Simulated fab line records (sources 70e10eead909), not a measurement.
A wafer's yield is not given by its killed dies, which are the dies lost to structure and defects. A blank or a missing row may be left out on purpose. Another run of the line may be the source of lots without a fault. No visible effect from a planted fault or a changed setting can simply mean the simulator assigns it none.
2 desks, one fault | flow nandHarc | what lay behind the numbers comes last; until then each desk has only its own

THE TOOL OWNER'S DESK: arfiScanner-02
The tool's own readings at NHARC_A_CONTACT_EXPOSE_39 (exposes mask A CC 3): means of the sampled wafers that have a number, for each lot that ran on this tool. If a lot's mean is further than 4 standard deviations from the usual mean, the lot is out of limits and carries the mark OUT (the distance appears in the brackets).
Columns: A = exposureDoseMJCm2 at NHARC_A_CONTACT_EXPOSE_39, usual 58.87
lot  | first seen here | A
L485 | day 22 02:52    | 58.80
L489 | day 24 00:14    | 58.77
L496 | day 26 04:58    | 61.09 (+14) OUT
L497 | day 26 18:28    | 60.60 (+11) OUT
This desk's verdict: out of limits on L496, L497, starting with L496 at day 26 04:58 (exposureDoseMJCm2 at NHARC_A_CONTACT_EXPOSE_39). Within limits: L485, L489.

METROLOGY DESK
Lot by lot, what the gauges showed, no matter which tool ran the lot: averages of those sampled wafers that carry a number. If a lot's mean is further than 4 standard deviations from the usual mean, the lot is out of limits and carries the mark OUT (the distance appears in the brackets).
Columns: A = cdNm at NHARC_A_CONTACT_CD_MEAS_42, usual 300.0 nm
lot  | first seen here | A
L484 | day 21 03:05    | 300.7
L485 | day 22 03:00    | 299.7
L487 | day 22 15:38    | 300.2
L489 | day 24 00:22    | 300.7
L496 | day 26 05:07    | 302.4 (+4.4) OUT
L497 | day 26 18:36    | 301.0
L498 | day 27 08:06    | 300.1
L502 | day 29 08:04    | 299.9
L503 | day 29 17:13    | 299.6
L505 | day 30 12:58    | 299.4
L507 | day 31 01:20    | 300.2
L506 | day 31 04:04    | 300.1
This desk's verdict: out of limits on L496, starting with L496 at day 26 05:07 (cdNm at NHARC_A_CONTACT_CD_MEAS_42). Within limits: L484, L485, L487, L489, L497, L498, L502, L503, L505, L507, L506.

PUT TOGETHER
On L496, L497, at day 26 04:58, an alarm was possible from the tool owner's desk.
L496 would have let the metrology desk raise an alarm at day 26 05:07.
The metrology desk has L497 on record, within its limits.
Every lot named ran NHARC_A_CONTACT_EXPOSE_39 on arfiScanner-02.

WHAT WAS PUT IN BY THE SIMULATOR
Drift in process parameters on arfiScanner-02 at NHARC_A_CONTACT_EXPOSE_39, starting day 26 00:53. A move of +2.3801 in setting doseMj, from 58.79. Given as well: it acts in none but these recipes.
Lots struck among those shown: L496, L497.
Time in hours from fault onset to the first out-of-limits reading at each desk: tool owner's desk 4, metrology desk 4.
